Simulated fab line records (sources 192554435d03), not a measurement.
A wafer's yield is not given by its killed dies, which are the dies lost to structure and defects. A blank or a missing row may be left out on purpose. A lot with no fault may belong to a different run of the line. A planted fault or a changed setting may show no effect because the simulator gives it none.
fab line records -- flow n5_finfet
record lots=7, wafers=19, last_day=17
route steps=1938 shown HKMG_FIN@407 BEOL_M4@1111 PASSIVATION@1936
lots untouched by any fault: they come from a run of this same line in which no faults occurred
start_h: hours from the record's first day to the start of the lot's first wafer shown -- wait_h: how many hours have passed since the lot's step before this one -- " the same as in the row above -- L1.1+2: a row that stands for several wafers -- - no value present, or no start provided -- * or withheld: withheld -- < > ~ a bound
route shown NAME@n: NAME is a module with steps in the file, n the number in the route of the first one -- usual: mean and standard deviation over wafers with no fault -- same: alike in all rows -- chamber/n: place in a boat -- sites: each site's reading -- _std_site: standard deviation across them -- _edge_site: inner sites' mean taken away from outer sites' mean -- radius_mm: how far each site lies from the wafer's centre -- mask NAME#n: copy n -- behind: the last tool/chamber to shape the wafer -- hold: cause of the lot's hold/its duration in hours/its outcome -- device: the transistor (n, p or np) that didn't switch -- end of line: tests run on the same wafers once the route is complete -- for a step that has no rows: nothing shown but its recipe -- killed: at the first sort, the dies lost to defects and structure; wafer yield is something else -- map: shows each die of a wafer: x if killed, . if not, _ if none is there
set.NAME: the setting that was run; set.NAME@STEP: the one run at that earlier step -- model.NAME: the simulator's own value behind a step, which no gauge read
lots at selected steps of the route; one table per step, one row per wafer
services: the hour from which a tool's chamber was out of use, counted from the record's first day as start_h (under 0 if before that day), plus the number of hours and why
## steps
# step N5_HKMG_FIN_STRIP_93
# recipe chemistry=N2/H2, material=SOC, time_s=20, power_w=500, temp_c=40, pressure_mtorr=50, rf_frequency_hz=6e+07, bias_power_w=8, h2_frac=0.5, n2_flow_sccm=300, h2_flow_sccm=300
# usual drypump_motor_current_A=5.9/0.34, oes_product_au=0.81/0.099, rf_vpp_V=54.3/0.88, showerhead_plenum_p_Torr=3.40/0.078, throttle_valve_pct=19.0/0.4
lot.wafer,tool,chamber,start_h,wait_h,drypump_motor_current_A,oes_product_au,rf_hours_counter_h,rf_vpp_V,showerhead_plenum_p_Torr,throttle_valve_pct
L750.1,rie_diel-02,3,90.25,0.2,5.5,0.69,249,55.6,3.45,19.3
L750.2,rie_diel-02,0,90.25,0.2,6.0,0.91,22,54.3,3.43,18.8
L750.5,rie_diel-02,0,90.25,0.2,6.0,0.92,-,53.8,3.43,18.8
L752.3,rie_diel-06,3,98.62,0.2,5.4,0.71,171,54.5,3.33,19.3
L752.4,rie_diel-06,2,98.62,0.2,5.7,0.96,-,53.9,3.31,19.3
L752.6,rie_diel-06,3,98.62,0.2,5.4,0.71,-,54.2,3.33,19.4
L757.3,rie_diel-06,3,126.32,0.2,5.4,0.69,185,55.5,3.33,19.4
L757.6,rie_diel-06,0,126.32,0.2,6.2,0.95,-,52.9,3.30,19.7
L758.4,rie_diel-02,0,134.09,0.2,6.0,0.88,42,52.9,3.42,18.8
L758.5,rie_diel-02,1,134.09,0.2,5.5,0.73,-,54.5,3.44,18.8
L762.2,rie_diel-02,3,160.79,0.2,5.5,0.91,13,54.6,3.44,19.0
L762.3,rie_diel-02,0,160.79,0.2,6.0,0.86,53,55.0,3.41,18.9
L762.4,rie_diel-02,2,160.79,0.2,6.2,0.88,40,53.5,3.41,18.2
L769.1,rie_diel-02,2,203.79,0.2,6.2,0.86,52,54.8,3.40,18.3
L769.2,rie_diel-02,3,203.79,0.2,5.5,0.88,28,54.7,3.43,19.0
L769.4,rie_diel-02,1,203.79,0.2,5.5,0.71,216,52.9,3.43,18.8
L771.1,rie_diel-02,0,215.00,0.2,6.0,0.84,73,54.3,3.40,18.9
L771.3,rie_diel-02,1,215.00,0.2,5.5,0.71,220,53.9,3.42,18.9
L771.6,rie_diel-02,2,215.00,0.2,6.2,0.86,-,52.7,3.40,18.3
# step N5_HKMG_FIN_WET_ETCH_76
# recipe chemistry=dNH4OH, mix=1:50, temp_c=25, target=Al2O3, stop_on=La2O3, target_depth_nm=2.25, dry=ipa_marangoni, rinse_time_s=30, rinse_temp_c=23
# step N5_HKMG_FIN_STRIP_60
# recipe chemistry=N2/H2, power_w=2500, temp_c=300, h2_frac=0.65, time_s=360, pressure_mtorr=withheld, n2_flow_sccm=1750, h2_flow_sccm=3250
# usual drypump_motor_current_A=5.6/0.45, heater_power_w=498/55
lot.wafer,tool,chamber,start_h,wait_h,drypump_motor_current_A,heater_power_w,rf_hours_counter_h
L750.1,plasma_asher-01,0,90.40,0.0,6.1,448,38
L750.2,plasma_asher-01,1,90.40,0.0,4.9,481,38
L750.5,plasma_asher-01,1,90.40,0.0,4.9,484,-
L752.3,plasma_asher-01,0,99.01,0.3,6.0,455,-
L752.4,plasma_asher-01,1,99.01,0.3,4.9,486,-
L752.6,plasma_asher-01,1,99.01,0.3,4.9,498,-
L757.3,plasma_asher-02,1,126.63,0.1,5.4,577,-
L757.6,plasma_asher-02,1,126.63,0.1,5.4,599,-
L758.4,plasma_asher-02,1,134.36,0.1,5.4,582,-
L758.5,plasma_asher-02,0,134.36,0.1,5.9,451,-
L762.2,plasma_asher-01,0,160.94,0.0,6.0,455,52
L762.3,plasma_asher-01,1,160.94,0.0,4.9,478,-
L762.4,plasma_asher-01,0,160.94,0.0,6.1,454,-
L769.1,plasma_asher-02,1,203.94,0.0,5.4,591,117
L769.2,plasma_asher-02,0,203.94,0.0,6.0,467,117
L769.4,plasma_asher-02,1,203.94,0.0,5.4,582,-
L771.1,plasma_asher-02,1,215.15,0.0,5.4,590,119
L771.3,plasma_asher-02,1,215.15,0.0,5.4,577,-
L771.6,plasma_asher-02,1,215.15,0.0,5.4,575,-
# step N5_HKMG_FIN_WET_ETCH_77
# recipe chemistry=dHCl, mix=1:10000, temp_c=25, target=La2O3, stop_on=HfO2, target_depth_nm=2
# step N5_HKMG_FIN_WET_ETCH_78
# recipe chemistry=dNH4OH, mix=1:50, temp_c=25, target=Al2O3, stop_on=La2O3, target_depth_nm=4.5, dry=ipa_marangoni, rinse_time_s=30, rinse_temp_c=23
# step N5_HKMG_FIN_ALD_79
# recipe material=TiN, target_thk_a=15, temp_c=400, ald_precursor_family=TiCl4, ald_co_reactant=NH3, pulse_time_s=1, purge_time_s=3, co_reactant_purge_time_s=2, co_reactant_pulse_time_s=2, ald_cycles=68, pressure_torr=3
# usual ald_cycles=68/0, heater_power_w=872/100, precursor_pulse_height_rel=0.998/0.022
lot.wafer,tool,chamber,start_h,wait_h,ald_cycles,heater_power_w,precursor_pulse_height_rel
L750.1,ald_metal-01,0,90.89,0.0,68,1048,0.971
L750.2,ald_metal-01,2,90.89,0.0,68,722,0.998
L750.5,ald_metal-01,0,90.89,0.0,68,1091,0.978
L752.3,ald_metal-01,0,99.46,0.0,68,1052,1.038
L752.4,ald_metal-01,3,99.46,0.0,68,905,0.997
L752.6,ald_metal-01,1,99.46,0.0,68,822,1.012
L757.3,ald_metal-03,2,126.99,0.0,68,890,0.979
L757.6,ald_metal-03,0,126.99,0.0,68,899,0.978
L758.4,ald_metal-02,2,134.73,0.0,68,878,1.002
L758.5,ald_metal-02,3,134.73,0.0,68,718,0.962
L762.2,ald_metal-03,1,161.43,0.0,68,832,1.017
L762.3,ald_metal-03,0,161.43,0.0,68,927,0.991
L762.4,ald_metal-03,2,161.43,0.0,68,925,1.006
L769.1,ald_metal-02,0,204.42,0.0,68,973,0.989
L769.2,ald_metal-02,3,204.42,0.0,68,704,1.005
L769.4,ald_metal-02,1,204.42,0.0,68,956,0.999
L771.1,ald_metal-03,1,215.64,0.0,68,806,1.016
L771.3,ald_metal-03,0,215.64,0.0,68,938,0.991
L771.6,ald_metal-03,0,215.64,0.0,68,963,1.016
# step N5_HKMG_FIN_CVD_62
# recipe material=a-Si, target_thk_a=30, temp_c=500, precursor=Si2H6, pressure_torr=1, time_s=20.8
# usual heater_power_w=1640/180
lot.wafer,tool,chamber,start_h,wait_h,heater_power_w
L750.1,thermal_cvd_si-02,2,91.25,0.2,1674
L750.2,thermal_cvd_si-02,0,91.25,0.2,1506
L750.5,thermal_cvd_si-02,2,91.25,0.2,1645
L752.3,thermal_cvd_si-02,2,99.82,0.2,1623
L752.4,thermal_cvd_si-02,0,99.82,0.2,1576
L752.6,thermal_cvd_si-02,1,99.82,0.2,1814
L757.3,thermal_cvd_si-01,2,127.41,0.2,1873
L757.6,thermal_cvd_si-01,1,127.41,0.2,1448
L758.4,thermal_cvd_si-02,0,135.14,0.2,1529
L758.5,thermal_cvd_si-02,2,135.14,0.2,1656
L762.2,thermal_cvd_si-02,0,161.79,0.2,1562
L762.3,thermal_cvd_si-02,1,161.79,0.2,1781
L762.4,thermal_cvd_si-02,2,161.79,0.2,1642
L769.1,thermal_cvd_si-01,1,204.79,0.2,1496
L769.2,thermal_cvd_si-01,0,204.79,0.2,1440
L769.4,thermal_cvd_si-01,0,204.79,0.2,1458
L771.1,thermal_cvd_si-01,1,216.00,0.2,1499
L771.3,thermal_cvd_si-01,2,216.00,0.2,1931
L771.6,thermal_cvd_si-01,1,216.00,0.2,1426
# step N5_HKMG_FIN_RTA_80
# recipe temp_c=withheld, time_s=2, ambient=N2, idle_temp_c=600, ramp_up_c_per_s=150, ramp_down_c_per_s=60, cool_to_c=600
# step N5_HKMG_FIN_PRECLEAN_64
# recipe chemistry=dHF, time_s=30, temp_c=25, dilution=withheld
# step N5_HKMG_FIN_WET_ETCH_65
# recipe chemistry=TMAH, temp_c=70, conc_wt_pct=5, target=a-Si, stop_on=TiN, time_s=49, target_depth_nm=3
# step N5_HKMG_FIN_WET_ETCH_81
# recipe chemistry=SC1, target=TiN, stop_on=HfO2, mix=1:1:5, temp_c=60, time_s=57, target_depth_nm=6
# step N5_HKMG_FIN_WET_ETCH_82
# recipe chemistry=dHCl, mix=1:10000, temp_c=25, target=La2O3, stop_on=HfO2, target_depth_nm=2, dry=ipa_marangoni, rinse_time_s=30, rinse_temp_c=23
# step N5_HKMG_FIN_ALD_36
# recipe material=TiN, target_thk_a=10, temp_c=400, ald_precursor_family=TiCl4, ald_co_reactant=NH3, pulse_time_s=1, purge_time_s=3, co_reactant_purge_time_s=2, co_reactant_pulse_time_s=2, ald_cycles=47, pressure_torr=3
# usual ald_cycles=47/0, heater_power_w=874/91, precursor_pulse_height_rel=1.000/0.021
lot.wafer,tool,chamber,start_h,wait_h,ald_cycles,heater_power_w,precursor_pulse_height_rel
L750.1,ald_metal-02,3,91.67,0.0,47,721,0.977
L750.2,ald_metal-02,1,91.67,0.0,47,933,1.003
L750.5,ald_metal-02,1,91.67,0.0,47,939,1.007
L752.3,ald_metal-03,2,100.56,0.0,47,929,0.979
L752.4,ald_metal-03,1,100.56,0.0,47,802,0.995
L752.6,ald_metal-03,1,100.56,0.0,47,838,0.966
L757.3,ald_metal-03,2,127.81,0.0,38,912,0.980
L757.6,ald_metal-03,2,127.81,0.0,47,905,0.987
L758.4,ald_metal-03,0,135.81,0.2,47,962,0.977
L758.5,ald_metal-03,0,135.81,0.2,38,947,0.984
L762.2,ald_metal-03,3,162.22,0.0,47,772,0.996
L762.3,ald_metal-03,0,162.22,0.0,38,947,0.994
L762.4,ald_metal-03,2,162.22,0.0,47,901,0.993
L769.1,ald_metal-01,0,205.37,0.0,47,1079,0.952
L769.2,ald_metal-01,3,205.37,0.0,47,893,1.026
L769.4,ald_metal-01,2,205.37,0.0,47,718,0.997
L771.1,ald_metal-02,2,216.40,0.0,47,895,0.996
L771.3,ald_metal-02,1,216.40,0.0,47,957,1.006
L771.6,ald_metal-02,3,216.40,0.0,47,694,0.994
# step N5_HKMG_FIN_THK_MEAS_70
# recipe thk_meas_gauge=xrf, reads=HfO2_of_HKMG_FIN_HK_ALD_01
# usual HK_THK=1.614/0.019
lot.wafer,tool,chamber,start_h,wait_h,HK_THK[nm]
L750.1,film_metro-01,-,91.95,0.2,1.604
L750.2,film_metro-01,-,91.95,0.2,1.603
L750.5,film_metro-01,-,91.95,0.2,1.601
L752.3,film_metro-02,-,100.85,0.2,1.603
L752.4,film_metro-02,-,100.85,0.2,1.615
L752.6,film_metro-02,-,100.85,0.2,1.634
L757.3,film_metro-02,-,128.09,0.2,1.622
L757.6,film_metro-02,-,128.09,0.2,1.621
L758.4,film_metro-02,-,136.09,0.2,1.599
L758.5,film_metro-02,-,136.09,0.2,1.583
L762.2,film_metro-02,-,162.50,0.2,1.583
L762.3,film_metro-02,-,162.50,0.2,1.599
L762.4,film_metro-02,-,162.50,0.2,1.579
L769.1,film_metro-01,-,205.65,0.2,1.647
L769.2,film_metro-01,-,205.65,0.2,1.609
L769.4,film_metro-01,-,205.65,0.2,1.633
L771.1,film_metro-02,-,216.68,0.2,1.576
L771.3,film_metro-02,-,216.68,0.2,1.579
L771.6,film_metro-02,-,216.68,0.2,1.615
# step N5_BEOL_M4_RC_MEAS_101
# usual DIBL_N=36.9/1.7, DIBL_P=37.3/2.3, IOFF_N=0.16/0.033, IOFF_P=0.22/0.04, ION_N=673/12, ION_P=463/8, SS_N=71.6/0.58, SS_P=73.4/0.74, VT_N=250/3.2, VT_P=-250/3.4
lot.wafer,tool,chamber,start_h,wait_h,DIBL_N[mV/V],DIBL_P[mV/V],IOFF_N[nA/um],IOFF_P[nA/um],ION_N[uA/um],ION_P[uA/um],SS_N[mV/dec],SS_P[mV/dec],VT_N[mV],VT_P[mV]
L750.1,prober-02,0,190.37,0.0,37.6,39.8,0.20,0.28,680,467,71.6,73.9,248,-246
L750.2,prober-02,0,190.37,0.0,34.8,36.0,0.14,0.21,681,471,70.7,72.6,252,-249
L750.5,prober-02,0,190.37,0.0,34.5,35.8,0.14,0.21,660,462,71.7,72.4,251,-246
L752.3,prober-01,0,194.39,0.3,38.2,37.0,0.18,0.21,661,454,71.8,72.5,250,-253
L752.4,prober-01,0,194.39,0.3,38.1,36.8,0.17,0.21,685,463,72.0,73.0,248,-250
L752.6,prober-01,0,194.39,0.3,39.0,38.8,0.20,0.26,692,469,72.7,74.0,247,-249
L757.3,prober-01,0,222.41,0.3,36.9,39.7,0.18,0.17,688,452,71.6,74.5,247,-258
L757.6,prober-01,0,222.41,0.3,35.4,37.6,0.14,0.19,663,458,72.1,73.8,252,-253
L758.4,prober-02,0,225.91,0.5,36.1,36.2,0.14,0.23,663,466,71.3,72.8,251,-250
L758.5,prober-02,0,225.91,0.5,39.2,41.3,0.21,0.26,680,463,72.0,73.9,247,-249
L762.2,prober-02,0,255.07,0.2,36.3,35.5,0.14,0.21,684,471,71.3,73.1,250,-251
L762.3,prober-02,0,255.07,0.2,37.2,36.3,0.17,0.18,685,458,71.6,73.2,247,-255
L762.4,prober-02,0,255.07,0.2,39.6,40.3,0.22,0.31,704,488,72.5,74.1,245,-246
L769.1,prober-01,0,308.00,0.0,39.3,41.1,0.21,0.27,674,461,72.5,74.2,247,-250
L769.2,prober-01,0,308.00,0.0,39.9,40.9,0.22,0.26,680,463,73.4,74.5,247,-250
L769.4,prober-01,0,308.00,0.0,38.5,39.9,0.18,0.25,677,466,72.4,74.5,252,-249
L771.1,prober-02,0,310.92,0.0,36.1,35.6,0.12,0.18,661,457,71.6,72.2,255,-253
L771.3,prober-02,0,310.92,0.0,37.0,37.3,0.14,0.21,683,468,70.8,72.8,251,-250
L771.6,prober-02,0,310.92,0.0,35.4,35.4,0.12,0.18,666,467,71.0,72.0,256,-251
# step N5_PASSIVATION_PROBE_49
# usual defect_limited_yield=91.2/1.3, killed_at_M0_to_M3=34/10, killed_at_M4_up=13/4.6, killed_at_contacts=13/5.5, killed_at_front_end=41/12, killed_at_other=2.8/2.4, killed_dies=104/16, killed_open=67/12, killed_short=33/7.2, sort_bin_5_function=5.1/0.86, sort_bin_6_memory=3.3/0.62, sort_n_pass=1076/16, sort_yield_pct=91.2/1.3
# same gross_dies=1180, killed_at_back_side=0, sort_bin_4_leakage[%]=0, sort_bin_8_speed[%]=0
lot.wafer,tool,chamber,start_h,wait_h,defect_limited_yield[%],killed_at_M0_to_M3,killed_at_M4_up,killed_at_contacts,killed_at_front_end,killed_at_other,killed_dies,killed_open,killed_short,sort_bin_5_function[%],sort_bin_6_memory[%],sort_n_pass,sort_yield_pct[%]
L752.3,prober-02,-,301.96,0.1,91.3,36,10,12,38,7,103,69,31,5.5,3.0,1077,91.3
L752.4,prober-02,-,302.01,0.2,91.0,41,8,24,30,3,106,73,30,5.2,3.1,1074,91.0
L752.6,prober-02,-,302.11,0.3,90.7,38,13,14,43,2,110,70,37,5.0,4.1,1070,90.7
L750.1,prober-02,-,306.04,0.0,93.6,24,13,13,25,1,76,42,32,3.3,2.8,1104,93.6
L750.2,prober-02,-,306.09,0.1,91.1,34,7,9,52,3,105,68,37,5.6,2.9,1075,91.1
L750.5,prober-02,-,306.24,0.2,89.2,50,13,20,42,2,127,84,40,6.1,4.2,1053,89.2
L758.4,prober-02,-,335.76,0.2,91.6,28,14,11,46,0,99,64,31,5.3,2.8,1081,91.6
L758.5,prober-02,-,335.81,0.2,87.8,54,23,8,58,1,144,105,31,7.7,4.0,1036,87.8
L757.3,prober-02,-,338.71,0.1,90.5,42,11,19,38,2,112,76,29,5.3,3.7,1068,90.5
L757.6,prober-02,-,338.86,0.3,90.0,46,14,14,42,2,118,75,43,5.1,4.7,1062,90.0
L762.2,prober-02,-,359.04,0.1,92.5,32,11,15,30,1,89,54,32,3.9,3.1,1091,92.5
L762.3,prober-02,-,359.09,0.1,86.7,46,23,14,72,2,157,90,53,7.6,4.1,1023,86.7
L762.4,prober-02,-,359.14,0.2,89.2,32,17,4,72,2,127,75,48,5.5,4.7,1053,89.2
L769.1,prober-02,-,402.11,0.0,91.9,35,16,9,32,3,95,56,34,4.8,2.7,1085,91.9
L769.2,prober-02,-,402.16,0.1,91.8,38,12,8,36,3,97,52,37,4.9,2.9,1083,91.8
L769.4,prober-02,-,402.26,0.2,90.4,41,6,17,45,4,113,75,33,4.7,4.7,1067,90.4
L771.1,prober-02,-,407.13,0.0,92.2,44,10,9,28,1,92,55,31,4.0,3.4,1088,92.2
L771.3,prober-02,-,407.23,0.1,92.0,38,13,10,26,7,94,62,32,4.3,3.6,1086,92.0
L771.6,prober-02,-,407.38,0.3,91.7,45,15,10,25,3,98,61,34,5.1,3.0,1082,91.7
# killed by level:class
L752.3 STI_FIN_REVEAL:geometric_particle:open=14 BEOL_M3:geometric_particle:open=10 FIN_SAQP:geometric_particle:short=9 MOL_CONTACT_COAG:geometric_particle:open=9 BEOL_M2:geometric_particle:open=8 DUMMY_GATE:geometric_particle:open=5 BEOL_M0_SAQP:geometric_particle:open=4 BEOL_M1:geometric_particle:open=4
L752.4 MOL_CONTACT_COAG:geometric_particle:open=19 BEOL_M1:geometric_particle:open=9 BEOL_M2:geometric_particle:open=8 BEOL_M3:geometric_particle:open=8 STI_FIN_REVEAL:geometric_particle:open=7 MOL_CONTACT_COAG:geometric_particle:short=5 BEOL_M0_SAQP:geometric_particle:open=5 GATE_CUT:geometric_particle:short=4
L752.6 FIN_SAQP:geometric_particle:short=13 STI_FIN_REVEAL:geometric_particle:open=10 MOL_CONTACT_COAG:geometric_particle:open=10 BEOL_M2:geometric_particle:open=10 BEOL_M3:geometric_particle:open=9 DUMMY_GATE:geometric_particle:open=8 BEOL_M0_SAQP:geometric_particle:open=6 BEOL_M3:geometric_particle:short=5
L750.1 STI_FIN_REVEAL:geometric_particle:open=8 MOL_CONTACT_COAG:geometric_particle:short=7 BEOL_M0_SAQP:geometric_particle:short=6 MOL_CONTACT_COAG:geometric_particle:open=5 BEOL_M5:geometric_particle:short=5 BEOL_M1:geometric_particle:open=4 BEOL_M4:geometric_particle:open=4 STARTING-WAFER:geometric_particle:short=4
L750.2 FIN_SAQP:geometric_particle:open=19 BEOL_M0_SAQP:geometric_particle:short=10 MOL_CONTACT_COAG:geometric_particle:open=9 FIN_SAQP:geometric_particle:short=6 STI_FIN_REVEAL:geometric_particle:open=5 DUMMY_GATE:geometric_particle:open=5 BEOL_M0_SAQP:geometric_particle:open=5 GATE_CUT:geometric_particle:open=4
L750.5 BEOL_M1:geometric_particle:open=19 FIN_SAQP:geometric_particle:open=14 MOL_CONTACT_COAG:geometric_particle:open=10 BEOL_M0_SAQP:geometric_particle:open=10 MOL_CONTACT_COAG:geometric_particle:short=9 FIN_SAQP:geometric_particle:short=8 BEOL_M3:geometric_particle:open=6 STI_FIN_REVEAL:geometric_particle:open=5
L758.4 FIN_SAQP:geometric_particle:open=10 MOL_CONTACT_COAG:geometric_particle:open=9 STI_FIN_REVEAL:geometric_particle:open=8 GATE_CUT:geometric_particle:short=7 BEOL_M1:geometric_particle:open=6 BEOL_M3:geometric_particle:open=6 FIN_SAQP:geometric_particle:short=5 BEOL_M4:geometric_particle:open=5
L758.5 STI_FIN_REVEAL:geometric_particle:open=19 BEOL_M4:geometric_particle:open=13 FIN_SAQP:geometric_particle:open=12 BEOL_M0_SAQP:geometric_particle:short=12 BEOL_M0_SAQP:geometric_particle:open=12 BEOL_M1:geometric_particle:open=12 BEOL_M3:geometric_particle:open=8 MOL_CONTACT_COAG:geometric_particle:open=6
L757.3 MOL_CONTACT_COAG:geometric_particle:open=12 BEOL_M0_SAQP:geometric_particle:short=9 BEOL_M3:geometric_particle:open=8 BEOL_M0_SAQP:geometric_particle:open=8 DUMMY_GATE:geometric_particle:open=7 BEOL_M1:geometric_particle:open=6 BEOL_M2:geometric_particle:open=6 FIN_SAQP:geometric_particle:short=5
L757.6 BEOL_M0_SAQP:geometric_particle:open=15 BEOL_M0_SAQP:geometric_particle:short=13 FIN_SAQP:geometric_particle:open=10 MOL_CONTACT_COAG:geometric_particle:open=9 DUMMY_GATE:geometric_particle:open=7 BEOL_M1:geometric_particle:open=7 FIN_SAQP:geometric_particle:short=5 MOL_CONTACT_COAG:geometric_particle:short=5
L762.2 MOL_CONTACT_COAG:geometric_particle:open=12 GATE_CUT:geometric_particle:short=8 BEOL_M0_SAQP:geometric_particle:open=7 GATE_CUT:geometric_particle:open=6 BEOL_M1:geometric_particle:open=6 BEOL_M0_SAQP:geometric_particle:short=5 BEOL_M2:geometric_particle:open=4 MOL_CONTACT_COAG:geometric_particle:short=3
L762.3 STI_FIN_REVEAL:geometric_particle:open=25 BEOL_M0_SAQP:geometric_particle:short=18 MOL_CONTACT_COAG:geometric_particle:open=11 HKMG_FIN:area_etch=9 GATE_CUT:geometric_particle:short=8 BEOL_M3:geometric_particle:open=8 BEOL_M0_SAQP:geometric_particle:open=7 BEOL_M1:geometric_particle:open=7
L762.4 STI_FIN_REVEAL:geometric_particle:open=15 FIN_SAQP:geometric_particle:short=14 BEOL_M0_SAQP:geometric_particle:short=10 BEOL_M2:geometric_particle:open=8 BEOL_M5:geometric_particle:open=7 FIN_SAQP:geometric_particle:open=6 STI_FIN_REVEAL:geometric_particle:short=6 DUMMY_GATE:geometric_particle:open=6
L769.1 BEOL_M0_SAQP:geometric_particle:short=8 BEOL_M2:geometric_particle:open=8 BEOL_M0_SAQP:geometric_particle:open=6 MOL_CONTACT_COAG:geometric_particle:open=6 FIN_SAQP:geometric_particle:short=5 BEOL_M4:geometric_particle:short=5 STI_FIN_REVEAL:geometric_particle:open=4 BEOL_M3:geometric_particle:open=4
L769.2 BEOL_M0_SAQP:geometric_particle:short=9 FIN_SAQP:geometric_particle:open=8 FIN_SAQP:geometric_particle:short=8 BEOL_M2:geometric_particle:open=7 MOL_CONTACT_COAG:geometric_particle:open=6 BEOL_M0_SAQP:geometric_particle:open=6 ILD0:geometric_particle:short=5 BEOL_M1:geometric_particle:open=4
L769.4 FIN_SAQP:geometric_particle:open=21 MOL_CONTACT_COAG:geometric_particle:open=14 BEOL_M0_SAQP:geometric_particle:short=9 FIN_SAQP:geometric_particle:short=7 STI_FIN_REVEAL:geometric_particle:open=7 BEOL_M0_SAQP:geometric_particle:open=6 BEOL_M2:geometric_particle:open=6 BEOL_M3:geometric_particle:open=5
L771.1 FIN_SAQP:geometric_particle:short=10 BEOL_M2:geometric_particle:open=10 FIN_SAQP:geometric_particle:open=7 MOL_CONTACT_COAG:geometric_particle:open=7 BEOL_M3:geometric_particle:open=7 BEOL_M0_SAQP:geometric_particle:open=6 BEOL_M0_SAQP:geometric_particle:short=6 BEOL_M1:geometric_particle:open=4
L771.3 BEOL_M2:geometric_particle:open=11 BEOL_M3:geometric_particle:open=10 MOL_CONTACT_COAG:geometric_particle:open=8 BEOL_M1:geometric_particle:open=6 BEOL_M4:geometric_particle:short=6 FIN_SAQP:geometric_particle:open=5 BEOL_M4:geometric_particle:open=5 ILD0:geometric_particle:short=4
L771.6 BEOL_M2:geometric_particle:open=13 BEOL_M3:geometric_particle:open=9 MOL_CONTACT_COAG:geometric_particle:open=7 FIN_SAQP:geometric_particle:short=6 STI_FIN_REVEAL:geometric_particle:open=6 BEOL_M0_SAQP:geometric_particle:short=6 BEOL_M4:geometric_particle:short=6 DUMMY_GATE:geometric_particle:open=5
## services
tool,chamber,start_h,hours,kind
rie_diel-06,2,67.29,-,clean
rie_diel-06,2,67.29,-,consumable_replace:focus_ring
rie_diel-06,2,67.29,14.4,scheduled_down
thermal_cvd_si-01,1,81.12,7.7,repair
ald_metal-01,-,81.42,8.7,pm
thermal_cvd_si-01,0,83.01,4.1,repair
rie_diel-06,0,89.21,9.2,repair
rie_diel-02,3,93.61,-,clean
rie_diel-02,3,93.61,-,consumable_replace:focus_ring
rie_diel-02,3,93.61,30.6,scheduled_down
rie_diel-02,3,93.61,30.6,vent_cycle
plasma_asher-01,-,96.51,2.3,repair
ald_metal-02,-,108.57,2.8,pm
ald_metal-02,-,111.78,14.6,pm
plasma_asher-01,-,115.26,2.2,repair
ald_metal-01,-,118.08,2.8,pm
ald_metal-03,1,122.43,6.3,repair
thermal_cvd_si-01,0,124.99,9.6,repair
thermal_cvd_si-01,-,135.05,1.2,repair
thermal_cvd_si-02,0,165.68,9.2,repair
ald_metal-03,3,166.00,7.6,repair
rie_diel-02,2,171.75,5.4,repair
ald_metal-03,-,193.09,2.8,pm
ald_metal-01,-,199.96,0.9,repair
## key
first_sign step=N5_HKMG_FIN_ALD_36, reading=ald_cycles, direction=down, sigmas=99+, usual=*, struck=*
effect none on later readings
met_at N5_HKMG_FIN_ALD_36
struck_wafers L757.3,L758.5,L762.3
onset_between 100.56 127.81
fault kind=process_parameter_drift, tool=ald_metal-03, chamber=-, onset_h=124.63, steps=N5_HKMG_FIN_ALD_36, channel=ald_cycles, offset=*, shape=step, end_h=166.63, scope=struck_wafers_only, acts_in=*, stated=*
